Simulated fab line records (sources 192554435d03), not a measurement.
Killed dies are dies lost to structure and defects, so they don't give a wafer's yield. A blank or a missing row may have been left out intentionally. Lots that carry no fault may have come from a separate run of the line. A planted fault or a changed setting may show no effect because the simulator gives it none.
fab line records	flow n5Finfet
record lots=6	wafers=17	lastDay=17
route steps=1938 shown BEOL_M15@1776
lots with no fault: from the same line, run without faults
startH: hours from the record's opening day to when the first of the lot's shown wafers began	waitH: time in hours since the lot's previous step	" the same as in the row above	L1.1+2: a single row standing in for several wafers	- no value present, or no start provided	* or withheld: withheld	< > ~ a bound
route shown NAME@n: names a module that has steps shown in the file, with the first one's number in the route	usual: mean/standard deviation of fault-free wafers	same: alike in all rows	chamber/n: place in a boat	sites: readings site by site	_std_site: standard deviation of those values	_edge_site: the outer-site mean with the inner-site mean subtracted	radiusMm: for every site, how far away it sits from the centre of the wafer	mask NAME#n: copy n	behind: the most recent tool/chamber to have shaped the wafer	hold: cause of the lot's hold/its duration in hours/its outcome	device: transistor that didn't switch, given as n, p or np	end of line: the tests these same wafers got at the end of their route	a step with no rows: only its recipe	killed: the dies lost at the first sort to structure and to defects; this is not the yield of the wafer	map: shows each die of a wafer: x if killed, . if not, _ if none is there
set.NAME: setting as actually run; set.NAME@STEP: the setting as run at that earlier step	model.NAME: the simulator's own value behind a step, which no gauge read
a table for each step, a row for each wafer; lots at some steps of the route
services: when a tool's chamber went out of use (startH, in hours from the record's first day, below 0 if earlier), for how many hours, and the reason
## steps
# step N5_BEOL_M15_COAT_04
# recipe spinRpm=1704	resistThkNm=800
# step N5_BEOL_M15_EBR_06
# recipe solvent=PGMEA	ebrWidthMm=1.5
# step N5_BEOL_M15_SOFTBAKE_05
# recipe tempC=130	timeS=60
# step N5_BEOL_M15_EXPOSE_07
# recipe maskId=V14	na=0.8	sourceShape=annular	sigmaInner=0.5	sigmaOuter=0.8	polarization=unpolarized	attpsmPhaseDeg=180	doseMj=41.25
# step N5_BEOL_M15_PEB_08
# recipe pebTempC=130	pebTimeS=90
# step N5_BEOL_M15_DEVELOP_09
# recipe developTimeS=45	rinseLiquid=diw	dry=airSpin	devTempC=21
# step N5_BEOL_M15_HARDBAKE_14
# recipe tempC=130	timeS=120
# step N5_BEOL_M15_CD_MEAS_10
# recipe targetCdNm=360	landingEnergyEv=500	detector=seInlens	polarity=opening
# usual cdNm=360.7/2.1
lot.wafer	tool	chamber	startH	waitH	cdNm
L969.1	cdSem-03	0	243.75	-	359.3
L969.5	"	0	"	"	358.3
L969.6	"	0	"	"	358.7
L972.1	cdSem-03	0	277.55	-	359.8
L972.2	"	0	"	"	363.6
L972.5	"	0	"	"	361.1
L982.2	cdSem-02	0	340.16	-	361.2
L982.3	"	0	"	"	362.4
L982.6	"	0	"	"	361.5
L985.1	cdSem-01	0	346.08	-	362.3
L985.4	"	0	"	"	358.0
L992.3	cdSem-01	0	383.19	-	359.8
L992.4	"	0	"	"	358.7
L992.5	"	0	"	"	362.6
L991.4	cdSem-03	0	387.47	-	358.9
L991.5	"	0	"	"	362.6
L991.6	"	0	"	"	358.0
# step N5_BEOL_M15_OVL_MEAS_11
# recipe pointsPerWafer=44
# usual V14_OVL=-2/5.7
lot.wafer	tool	chamber	startH	waitH	V14_OVL[nm]
L969.1	overlay-01	0	243.78	0.0	-7
L969.5	"	0	"	"	3
L969.6	"	0	"	"	-5
L972.1	overlay-02	0	277.58	0.0	-1
L972.2	"	0	"	"	1
L972.5	"	0	"	"	1
L982.2	overlay-02	0	340.19	0.0	-8
L982.3	"	0	"	"	-10
L982.6	"	0	"	"	-11
L985.1	overlay-02	0	346.11	0.0	-9
L985.4	"	0	"	"	3
L992.3	overlay-01	0	383.22	0.0	0
L992.4	"	0	"	"	-4
L992.5	"	0	"	"	6
L991.4	overlay-02	0	387.50	0.0	-5
L991.5	"	0	"	"	0
L991.6	"	0	"	"	-5
# step N5_BEOL_M15_INSPECT_12
# recipe mode=adi	inspectInstrument=macro
# usual rawDefectCount=2.1/1.4
lot.wafer	tool	chamber	startH	waitH	rawDefectCount
L969.1	defectInspect-01	-	243.81	0.0	6
L969.5	"	-	"	"	0
L969.6	"	-	"	"	5
L972.1	defectInspect-01	-	277.60	0.0	3
L972.2	"	-	"	"	2
L972.5	"	-	"	"	4
L982.2	defectInspect-02	-	340.21	0.0	2
L982.3	"	-	"	"	0
L982.6	"	-	"	"	3
L985.1	defectInspect-01	-	346.13	0.0	1
L985.4	"	-	"	"	3
L992.3	defectInspect-01	-	383.24	0.0	2
L992.4	"	-	"	"	5
L992.5	"	-	"	"	4
L991.4	defectInspect-02	-	387.52	0.0	1
L991.5	"	-	"	"	3
L991.6	"	-	"	"	3
# step N5_BEOL_M15_DESCUM_15
# recipe chemistry=O2	timeS=7.9	sourcePowerW=50	biasPowerW=20	pressureMtorr=20	rfFrequencyHz=2.712e+07	tempC=40	o2FlowSccm=225
# usual drypumpMotorCurrentA=5.8/0.48	oesProductAu=0.77/0.072	rfVppV=242.8/1.1	showerheadPlenumPTorr=2.08/0.046	throttleValvePct=20.44/0.27
lot.wafer	tool	chamber	startH	waitH	drypumpMotorCurrentA	oesProductAu	rfHoursCounterH	rfVppV	showerheadPlenumPTorr	throttleValvePct
L969.1	rieDiel-03	3	243.84	0.0	6.6	0.80	107	243.6	2.12	20.31
L969.5	"	2	"	"	5.7	0.69	-	244.9	2.16	20.58
L969.6	"	3	"	"	6.6	0.80	-	243.3	2.12	20.30
L972.1	rieDiel-05	2	277.64	0.0	5.9	0.78	132	243.1	2.11	20.29
L972.2	"	1	"	"	5.6	0.71	194	246.0	2.15	20.27
L972.5	"	2	"	"	5.9	0.79	-	244.5	2.11	20.28
L982.2	rieDiel-02	3	340.25	0.0	5.4	0.72	210	241.5	2.07	20.71
L982.3	"	0	"	"	5.4	0.81	95	242.7	2.06	20.16
L982.6	"	0	"	"	5.4	0.80	-	242.8	2.06	20.16
L985.1	rieDiel-05	0	346.69	0.6	5.9	0.92	16	242.4	2.03	19.93
L985.4	"	2	"	"	5.9	0.76	154	242.7	2.10	20.33
L992.3	rieDiel-02	2	383.28	0.0	6.4	0.67	223	243.1	2.10	20.86
L992.4	"	2	"	"	6.4	0.68	-	243.0	2.10	20.86
L992.5	"	1	"	"	5.7	0.74	-	242.3	2.00	20.36
L991.4	rieDiel-05	2	387.83	0.3	5.9	0.75	161	243.3	2.10	20.36
L991.5	"	1	"	"	5.7	0.69	-	243.9	2.14	20.33
L991.6	"	0	"	"	5.8	0.88	-	240.7	2.02	19.94
# step N5_BEOL_M15_ETCH_59
# recipe chemistry=N2/H2	target=BARC	targetDepthA=890	overetchA=267	timeS=67.9	ionEnergyEv=200	pressureMtorr=30	sourceW=840	biasW=150	n2FlowSccm=200	h2FlowSccm=200
# usual biasW=150.0/0.47	chamberPressureMTorr=30.000/0.027	drypumpMotorCurrentA=5.8/0.48	oesProductAu=0.66/0.058	rfVppV=523.1/1.9	showerheadPlenumPTorr=2.51/0.052	throttleValvePct=17.87/0.28
lot.wafer	tool	chamber	startH	waitH	biasW	chamberPressureMTorr	drypumpMotorCurrentA	oesProductAu	rfHoursCounterH	rfVppV	showerheadPlenumPTorr	throttleValvePct
L969.1	rieDiel-03	3	243.88	0.0	150.6	29.949	6.7	0.68	107	523.9	2.56	17.76
L969.5	"	2	"	"	150.2	29.981	5.7	0.59	-	524.6	2.60	17.91
L969.6	"	3	"	"	150.8	30.027	6.6	0.67	-	523.9	2.56	17.75
L972.1	rieDiel-05	2	277.67	0.0	150.5	29.991	5.9	0.67	132	524.8	2.53	17.55
L972.2	"	1	"	"	149.4	30.019	5.7	0.60	194	527.2	2.60	17.64
L972.5	"	2	"	"	150.7	30.032	5.8	0.67	-	524.2	2.53	17.54
L982.2	rieDiel-02	3	340.28	0.0	149.0	30.063	5.4	0.61	210	521.8	2.54	18.36
L982.3	"	0	"	"	150.1	29.990	5.4	0.71	95	521.4	2.49	17.60
L982.6	"	0	"	"	149.7	29.965	5.4	0.70	-	521.1	2.49	17.58
L985.1	rieDiel-05	0	346.72	0.0	149.7	30.029	5.8	0.77	16	522.5	2.49	17.60
L985.4	"	2	"	"	150.7	30.079	5.9	0.65	154	525.1	2.52	17.58
L992.3	rieDiel-02	2	383.31	0.0	149.6	30.013	6.4	0.58	223	523.3	2.50	18.00
L992.4	"	2	"	"	150.7	29.977	6.4	0.58	-	523.8	2.50	17.99
L992.5	"	1	"	"	149.9	30.025	5.7	0.64	-	521.6	2.43	17.94
L991.4	rieDiel-05	2	387.87	0.0	149.8	29.967	5.9	0.65	161	523.5	2.52	17.58
L991.5	"	1	"	"	150.4	30.025	5.6	0.59	-	525.3	2.59	17.73
L991.6	"	0	"	"	149.5	30.030	5.9	0.74	-	521.5	2.48	17.64
# step N5_BEOL_M15_VIA_ETCH_16
# recipe chemistry=C4F8/O2/Ar	target=SiO2	heInnerTorr=15	heOuterTorr=30	targetDepthA=17922	timeS=withheld	ionEnergyEv=800	pressureMtorr=20	sourceW=1905	biasW=2040	Ar_flow_sccm=400	C4F8_flow_sccm=16	O2_flow_sccm=12	ends=cleared
# usual C4F8_flow_sccm=16.00/0.048	O2_flow_sccm=12.00/0.034	biasW=2040/5.6	drypumpMotorCurrentA=5.8/0.48	mfcArSccm=400.1/1	oes_f_703_au=0.78/0.072	oesProductAu=0.70/0.067	rfVppV=2237/41	showerheadPlenumPTorr=3.39/0.061	throttleValvePct=30.74/0.26
lot.wafer	tool	chamber	startH	waitH	C4F8_flow_sccm	O2_flow_sccm	biasW	drypumpMotorCurrentA	mfcArSccm	oes_f_703_au	oesProductAu	rfVppV	showerheadPlenumPTorr	throttleValvePct	model.coat_of_BEOL_M15_COAT_04.thkNm
L969.1	rieDiel-03	3	243.93	0.0	16.08	11.94	2049	6.6	398.1	0.82	0.71	2203	3.43	30.47	332.4
L969.5	"	2	"	"	16.08	12.06	2036	5.7	401.7	0.70	0.62	2209	3.51	30.75	315.8
L969.6	"	3	"	"	15.97	11.99	2038	6.6	401.2	0.83	0.72	2202	3.43	30.47	325.6
L972.1	rieDiel-05	2	277.72	0.0	15.96	12.00	2039	5.9	399.7	0.81	0.70	2163	3.44	30.50	333.6
L972.2	"	1	"	"	16.02	12.01	2038	5.7	398.1	0.73	0.64	2175	3.51	30.50	341
L972.5	"	2	"	"	15.99	12.02	2036	5.9	401.3	0.81	0.71	2163	3.44	30.52	327.6
L982.2	rieDiel-02	3	340.33	0.0	-	-	-	-	-	-	-	-	-	-	721
L982.3	"	0	"	"	-	-	-	-	-	-	-	-	-	-	716.6
L982.6	"	0	"	"	-	-	-	-	-	-	-	-	-	-	717
L985.1	rieDiel-05	0	346.77	0.0	-	-	-	-	-	-	-	-	-	-	717.8
L985.4	"	2	"	"	-	-	-	-	-	-	-	-	-	-	717.8
L992.3	rieDiel-02	2	383.36	0.0	15.95	11.99	2046	6.4	399.8	0.68	0.61	2227	3.40	30.94	342.4
L992.4	"	2	"	"	15.98	11.97	2037	6.5	399.4	0.68	0.60	2226	3.40	30.90	336.2
L992.5	"	1	"	"	16.07	12.03	2036	5.7	401.9	0.77	0.67	2230	3.31	30.90	338.4
L991.4	rieDiel-05	2	387.92	0.0	15.96	11.94	2042	5.9	400.5	0.79	0.69	2162	3.42	30.53	319.4
L991.5	"	1	"	"	16.06	12.01	2039	5.7	398.9	0.71	0.63	2173	3.49	30.54	319
L991.6	"	0	"	"	15.97	11.94	2039	5.8	401.7	0.85	0.80	2262	3.37	30.57	327.2
# step N5_BEOL_M15_STRIP_63
# recipe chemistry=O2	powerW=600	tempC=60	pressureMtorr=30	rfFrequencyHz=6e+07	biasPowerW=0	overashFraction=0.3	o2FlowSccm=225
# usual drypumpMotorCurrentA=5.8/0.48	oesProductAu=0.77/0.072	rfVppV=3.7/0.77	showerheadPlenumPTorr=2.08/0.046	throttleValvePct=16.68/0.26
lot.wafer	tool	chamber	startH	waitH	drypumpMotorCurrentA	oesProductAu	rfHoursCounterH	rfVppV	showerheadPlenumPTorr	throttleValvePct
L969.1	rieDiel-03	3	-	-	6.6	0.80	107	4.8	2.12	16.51
L969.5	"	2	"	"	5.8	0.69	-	4.5	2.17	16.85
L969.6	"	3	"	"	6.7	0.80	-	4.9	2.12	16.52
L972.1	rieDiel-05	2	-	-	5.9	0.78	132	4.7	2.12	16.55
L972.2	"	1	"	"	5.6	0.70	194	3.7	2.16	16.56
L972.5	"	2	"	"	5.9	0.79	-	3.0	2.12	16.55
L982.2	rieDiel-02	3	-	-	5.4	0.70	210	2.6	2.08	17.00
L982.3	"	0	"	"	5.4	0.82	95	3.5	2.06	16.36
L982.6	"	0	"	"	5.4	0.82	-	5.1	2.06	16.36
L985.1	rieDiel-05	0	-	-	5.8	0.93	17	2.8	2.03	16.23
L985.4	"	2	"	"	5.9	0.73	154	3.8	2.11	16.60
L992.3	rieDiel-02	2	-	-	6.4	0.67	224	4.8	2.10	17.09
L992.4	"	2	"	"	6.5	0.66	-	4.5	2.10	17.10
L992.5	"	1	"	"	5.7	0.74	-	2.2	2.01	16.62
L991.4	rieDiel-05	2	-	-	5.9	0.75	161	3.6	2.11	16.62
L991.5	"	1	"	"	5.6	0.69	-	4.8	2.14	16.63
L991.6	"	0	"	"	5.9	0.89	-	4.7	2.03	16.23
# step N5_BEOL_M15_STRIP_64
# recipe chemistry=O2	powerW=600	tempC=60	pressureMtorr=30	rfFrequencyHz=6e+07	biasPowerW=0	overashFraction=0.3	o2FlowSccm=225
# usual drypumpMotorCurrentA=5.8/0.48	oesProductAu=0.77/0.072	rfVppV=3.7/0.48	showerheadPlenumPTorr=2.08/0.046	throttleValvePct=16.68/0.26
lot.wafer	tool	chamber	startH	waitH	drypumpMotorCurrentA	oesProductAu	rfHoursCounterH	rfVppV	showerheadPlenumPTorr	throttleValvePct
L969.1	rieDiel-03	3	-	-	6.6	0.80	107	3.1	2.12	16.52
L969.5	"	2	"	"	5.7	0.69	-	3.7	2.17	16.85
L969.6	"	3	"	"	6.7	0.80	-	3.7	2.12	16.53
L972.1	rieDiel-05	2	-	-	5.9	0.78	132	4.1	2.12	16.56
L972.2	"	1	"	"	5.7	0.71	194	4.1	2.16	16.54
L972.5	"	2	"	"	5.9	0.77	-	4.2	2.12	16.57
L982.2	rieDiel-02	3	-	-	5.4	0.71	210	3.8	2.08	16.99
L982.3	"	0	"	"	5.4	0.81	95	3.7	2.06	16.38
L982.6	"	0	"	"	5.4	0.81	-	3.5	2.06	16.40
L985.1	rieDiel-05	0	-	-	5.8	0.92	17	2.5	2.03	16.21
L985.4	"	2	"	"	5.9	0.75	154	3.9	2.11	16.61
L992.3	rieDiel-02	2	-	-	6.4	0.68	224	3.7	2.10	17.12
L992.4	"	2	"	"	6.4	0.67	-	3.7	2.10	17.12
L992.5	"	1	"	"	5.7	0.74	-	3.5	2.01	16.62
L991.4	rieDiel-05	2	-	-	5.9	0.75	161	4.3	2.11	16.62
L991.5	"	1	"	"	5.6	0.69	-	4.3	2.14	16.63
L991.6	"	0	"	"	5.8	0.88	-	2.7	2.03	16.22
# step N5_BEOL_M15_STRIP_65
# recipe chemistry=postEtchResidueRemover	timeS=60	tempC=25	removerPh=withheld	removerWaterWtPct=withheld	removerFluorideWtPct=withheld
# step N5_BEOL_M15_SRD_66
# recipe timeS=30	tempC=23	rinseLiquid=diw	dry=n2Spin	spinRpm=1500	dryTimeS=30
# step N5_BEOL_M15_CD_MEAS_17
# recipe targetCdNm=360	polarity=opening
# usual cdNm=361.1/2.6
lot.wafer	tool	chamber	startH	waitH	cdNm
L969.1	cdSem-02	-	244.38	0.0	359.7
L969.5	"	-	"	"	359.3
L969.6	"	-	"	"	358.7
L972.1	cdSem-02	-	278.13	0.0	361.6
L972.2	"	-	"	"	364.1
L972.5	"	-	"	"	362.5
L982.2	cdSem-01	-	340.75	0.0	-
L982.3	"	-	"	"	-
L982.6	"	-	"	"	-
L985.1	cdSem-02	-	347.18	0.0	-
L985.4	"	-	"	"	-
L992.3	cdSem-02	-	383.78	0.0	359.0
L992.4	"	-	"	"	357.4
L992.5	"	-	"	"	359.9
L991.4	cdSem-03	-	388.33	0.0	361.9
L991.5	"	-	"	"	362.6
L991.6	"	-	"	"	355.2
# step N5_BEOL_M15_COAT_56
# recipe resist=SOC	tempC=250	timeS=60	spinRpm=1500	resistThkNm=550
## services
tool	chamber	startH	hours	kind
rieDiel-02	-	249.58	2.8	pm
rieDiel-03	2	261.75	-	clean
rieDiel-03	2	261.75	-	consumableReplace:focusRing
rieDiel-03	2	261.75	24.2	scheduledDown
rieDiel-03	2	261.75	24.2	ventCycle
rieDiel-05	0	269.66	-	clean
rieDiel-05	0	269.66	-	consumableReplace:focusRing
rieDiel-05	0	269.66	24.8	scheduledDown
rieDiel-05	0	269.66	24.8	ventCycle
rieDiel-05	2	348.81	20.3	repair
## key
firstSign step=N5_BEOL_M15_VIA_ETCH_16	reading=toolRecord	direction=missing
effect step=N5_BEOL_M15_CD_MEAS_17	reading=cdNm	direction=missing
modelEffect step=N5_BEOL_M15_VIA_ETCH_16	value=coat_of_BEOL_M15_COAT_04.thkNm	without=328.6	struck=718
metAt N5_BEOL_M15_VIA_ETCH_16
struckWafers L982.2,L982.3,L982.6,L985.1,L985.4
laterRowsLeftOut L982.2,L982.3,L982.6,L985.1,L985.4
sortLeftOut L982.2,L982.3,L982.6,L985.1,L985.4
onsetBetween 277.72 340.33
fault kind=skippedStepWhole	tool=rieDiel-02,rieDiel-05	chamber=-	onsetH=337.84	steps=N5_BEOL_M15_VIA_ETCH_16	scope=struckLotsOnly
# sortLeftOut: the simulated sort isn't trusted on such a fault, so these wafers' sort isn't shown, and their yield isn't known
# laterRowsLeftOut: the simulator's readings of these wafers behind a module that went badly wrong aren't trusted and aren't shown, but for the sort
